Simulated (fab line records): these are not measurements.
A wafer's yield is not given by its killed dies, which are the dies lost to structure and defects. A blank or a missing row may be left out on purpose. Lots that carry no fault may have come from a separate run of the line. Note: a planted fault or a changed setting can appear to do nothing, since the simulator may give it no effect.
Which tool did it?    flow n5_finfet    24 lots with 72 wafers sampled at 3 steps, on a route of 1938 steps

## WHAT EACH GAUGE READ, for each wafer
N5_BEOL_M0_CUTY_INSPECT_59: inspects for defects (macro).
lot   measured      on                 raw_defect_count
L074  day 5 20:34   defect_inspect-02  6 2 1
L075  day 6 01:47   defect_inspect-01  4 1 3
L076  day 6 17:08   defect_inspect-01  1 0 2
L077  day 7 05:11   defect_inspect-02  3 1 4
L078  day 7 08:13   defect_inspect-02  2 4 4
L079  day 7 09:10   defect_inspect-01  3 3 3
L080  day 7 09:31   defect_inspect-02  1 4 2
L081  day 7 13:10   defect_inspect-02  1 1 4
L082  day 7 18:49   defect_inspect-02  1 2 3
L083  day 8 01:57   defect_inspect-01  1 4 2
L084  day 8 11:14   defect_inspect-02  3 3 0
L085  day 8 13:22   defect_inspect-02  4 7 0
L086  day 9 05:19   defect_inspect-01  2 2 4
L087  day 9 08:01   defect_inspect-02  6 2 1
L088  day 9 15:26   defect_inspect-02  0 3 1
L089  day 9 19:39   defect_inspect-01  1 4 4
L090  day 10 01:19  defect_inspect-02  0 3 0
L091  day 10 05:13  defect_inspect-01  5 4 1
L092  day 10 07:00  defect_inspect-02  1 0 3
L093  day 10 19:40  defect_inspect-01  0 1 2
L094  day 10 21:43  defect_inspect-02  1 2 3
L095  day 11 03:47  defect_inspect-02  0 1 1
L097  day 11 11:29  defect_inspect-01  3 3 1
L096  day 11 14:30  defect_inspect-02  1 3 2

## WHICH TOOL RAN EACH LOT (tool, then ch and the chambers of the sampled wafers, then the start)
lot   N5_BEOL_M0_SAQP_SPACER2_ALD_26     N5_BEOL_M0_SAQP_SPACER2_ETCHBACK_27
L074  ald_sin-02 ch 0,1,2, day 5 18:02   rie_diel-05 ch 0,2, day 5 18:35
L075  ald_sin-02 ch 0,1,2, day 5 22:52   rie_diel-01 ch 0,1,2, day 5 23:24
L076  ald_sin-01 ch 0,3, day 6 14:44     rie_diel-01 ch 1,2,3, day 6 15:17
L077  ald_sin-03 ch 2,3, day 7 02:21     rie_diel-06 ch 2,3, day 7 03:04
L078  ald_sin-02 ch 0,2,3, day 7 05:32   rie_diel-05 ch 0,2, day 7 06:07
L079  ald_sin-02 ch 1,2,3, day 7 06:37   rie_diel-06 ch 0,2,3, day 7 07:10
L080  ald_sin-01 ch 1,2, day 7 06:52     rie_diel-01 ch 0,1, day 7 07:25
L081  ald_sin-01 ch 1,2, day 7 10:18     rie_diel-05 ch 0,1,3, day 7 10:55
L082  ald_sin-03 ch 0,2,3, day 7 16:17   rie_diel-06 ch 0,1,2, day 7 16:51
L083  ald_sin-03 ch 0,3, day 7 23:23     rie_diel-05 ch 0,1,2, day 7 23:58
L084  ald_sin-01 ch 0,1,2, day 8 08:12   rie_diel-05 ch 1,2,3, day 8 08:45
L085  ald_sin-02 ch 1,3, day 8 09:38     rie_diel-05 ch 1,2, day 8 10:11
L086  ald_sin-02 ch 1,2,3, day 9 02:43   rie_diel-06 ch 0,1,3, day 9 03:15
L087  ald_sin-02 ch 0,2, day 9 05:28     rie_diel-06 ch 0,1,2, day 9 06:02
L088  ald_sin-01 ch 1,2,3, day 9 12:21   rie_diel-01 ch 1,2,3, day 9 13:01
L089  ald_sin-03 ch 0,2, day 9 16:43     rie_diel-05 ch 2,3, day 9 17:25
L090  ald_sin-01 ch 1,2,3, day 9 21:19   rie_diel-05 ch 0,1,3, day 9 21:59
L091  ald_sin-02 ch 2,3, day 10 02:35    rie_diel-06 ch 1,3, day 10 03:08
L092  ald_sin-03 ch 0,1,3, day 10 04:27  rie_diel-01 ch 0,2,3, day 10 05:01
L093  ald_sin-03 ch 0,1,3, day 10 15:16  rie_diel-05 ch 0,1,3, day 10 15:49
L094  ald_sin-03 ch 0,2,3, day 10 19:05  rie_diel-06 ch 1,2,3, day 10 19:38
L095  ald_sin-03 ch 0,1,2, day 11 01:07  rie_diel-05 ch 0,2,3, day 11 01:40
L097  ald_sin-03 ch 0,1,2, day 11 08:58  rie_diel-06 ch 1,2, day 11 09:31
L096  ald_sin-01 ch 0,1,2, day 11 11:11  rie_diel-01 ch 0,1,3, day 11 11:44
- N5_BEOL_M0_SAQP_SPACER2_ALD_26: deposits SiO2, target thk 15 nm, pulse time 1 s, purge time 2 s.
- N5_BEOL_M0_SAQP_SPACER2_ETCHBACK_27: etches SiO2 in CHF3/O2, target depth 22.5 nm, time 11.25 s.

## WHAT THE TOOLS THEMSELVES READ (means of the sampled wafers that have a number; where no wafer has one, the mark that the record gives instead)
N5_BEOL_M0_SAQP_SPACER2_ALD_26.
lot   tool        heater_power_w (W)  precursor_pulse_height_rel
L074  ald_sin-02  461                 1.004
L075  ald_sin-02  459                 1.011
L076  ald_sin-01  515                 1.007
L077  ald_sin-03  472                 1.000
L078  ald_sin-02  435                 0.983
L079  ald_sin-02  466                 0.993
L080  ald_sin-01  504                 1.019
L081  ald_sin-01  498                 1.010
L082  ald_sin-03  480                 0.991
L083  ald_sin-03  502                 1.000
L084  ald_sin-01  509                 1.010
L085  ald_sin-02  446                 1.004
L086  ald_sin-02  461                 1.008
L087  ald_sin-02  466                 1.021
L088  ald_sin-01  488                 0.987
L089  ald_sin-03  474                 1.009
L090  ald_sin-01  493                 1.006
L091  ald_sin-02  470                 0.995
L092  ald_sin-03  474                 0.998
L093  ald_sin-03  469                 0.997
L094  ald_sin-03  485                 1.011
L095  ald_sin-03  452                 0.994
L097  ald_sin-03  456                 1.005
L096  ald_sin-01  487                 1.000

N5_BEOL_M0_SAQP_SPACER2_ETCHBACK_27.
lot   tool         chamber_pressure_mTorr (mTorr)  drypump_motor_current_A (A)  mfc_ar_sccm (sccm)  oes_ar_750_au (a.u.)  oes_product_au (a.u.)  rf_vpp_V (V)  showerhead_plenum_p_Torr (Torr)  throttle_valve_pct (%)
L074  rie_diel-05  30.009                          5.6                          199.8               0.74                  0.74                   537           2.37                             19.07
L075  rie_diel-01  29.986                          6.0                          199.8               0.80                  0.80                   525           2.46                             18.73
L076  rie_diel-01  29.985                          6.1                          199.9               0.76                  0.76                   524           2.44                             18.69
L077  rie_diel-06  29.993                          6.3                          199.3               0.78                  0.78                   521           2.42                             18.85
L078  rie_diel-05  30.008                          5.6                          199.4               0.70                  0.71                   536           2.42                             19.09
L079  rie_diel-06  29.994                          5.9                          200.1               0.74                  0.73                   521           2.37                             19.07
L080  rie_diel-01  29.998                          6.0                          200.1               0.80                  0.81                   533           2.53                             18.68
L081  rie_diel-05  29.999                          5.8                          199.7               0.73                  0.73                   525           2.38                             18.95
L082  rie_diel-06  29.987                          5.7                          200.2               0.76                  0.76                   523           2.38                             19.06
L083  rie_diel-05  29.994                          5.7                          199.9               0.71                  0.71                   530           2.36                             18.95
L084  rie_diel-05  30.003                          5.8                          200.4               0.70                  0.70                   527           2.43                             18.96
L085  rie_diel-05  29.988                          5.9                          199.9               0.70                  0.69                   525           2.36                             18.81
L086  rie_diel-06  30.014                          5.7                          200.2               0.78                  0.77                   521           2.40                             19.10
L087  rie_diel-06  30.006                          5.7                          199.9               0.75                  0.74                   522           2.38                             19.08
L088  rie_diel-01  30.014                          6.1                          200.6               0.74                  0.74                   523           2.43                             18.72
L089  rie_diel-05  30.012                          5.7                          199.6               0.68                  0.68                   533           2.48                             19.12
L090  rie_diel-05  30.012                          5.8                          199.6               0.72                  0.72                   526           2.37                             18.98
L091  rie_diel-06  29.987                          6.2                          200.2               0.81                  0.80                   520           2.44                             18.90
L092  rie_diel-01  29.987                          5.9                          200.4               0.74                  0.74                   517           2.44                             18.88
L093  rie_diel-05  29.997                          5.8                          200.3               0.71                  0.71                   526           2.37                             18.99
L094  rie_diel-06  29.996                          6.2                          200.8               0.77                  0.76                   521           2.43                             18.86
L095  rie_diel-05  30.005                          5.7                          200.2               0.80                  0.81                   532           2.42                             18.99
L097  rie_diel-06  30.015                          6.2                          199.6               0.74                  0.74                   524           2.41                             18.86
L096  rie_diel-01  30.023                          5.8                          200.1               0.76                  0.76                   526           2.51                             18.82

## THE ANSWER, worked out from the rows above alone
Rule: usual is defined by the lots themselves. The widest of any qualifying gaps counts: lots, ordered by their means at a reading, are off when they make up no more than a third of the lots, leave a main group of 4 or more, and stand apart from it by 3 or more times the standard deviation of that group's means. If all means in a main group match to the digits the tables above print for the reading, that group is not used. Also off: a lot with no number at a reading for which 4 or more lots have one. The other lots that the step has rows for count as sound. The gauges are gone through in route order, then the tools' own readings, and for those a lot's mean is taken as printed above. The first step at which some lot is off is used, and at that step the reading that is off furthest; a lot without a number counts as furthest.
Across all readings shown, no lot is off: no conclusion can be drawn from this.

## WHAT THE SIMULATOR PUT IN
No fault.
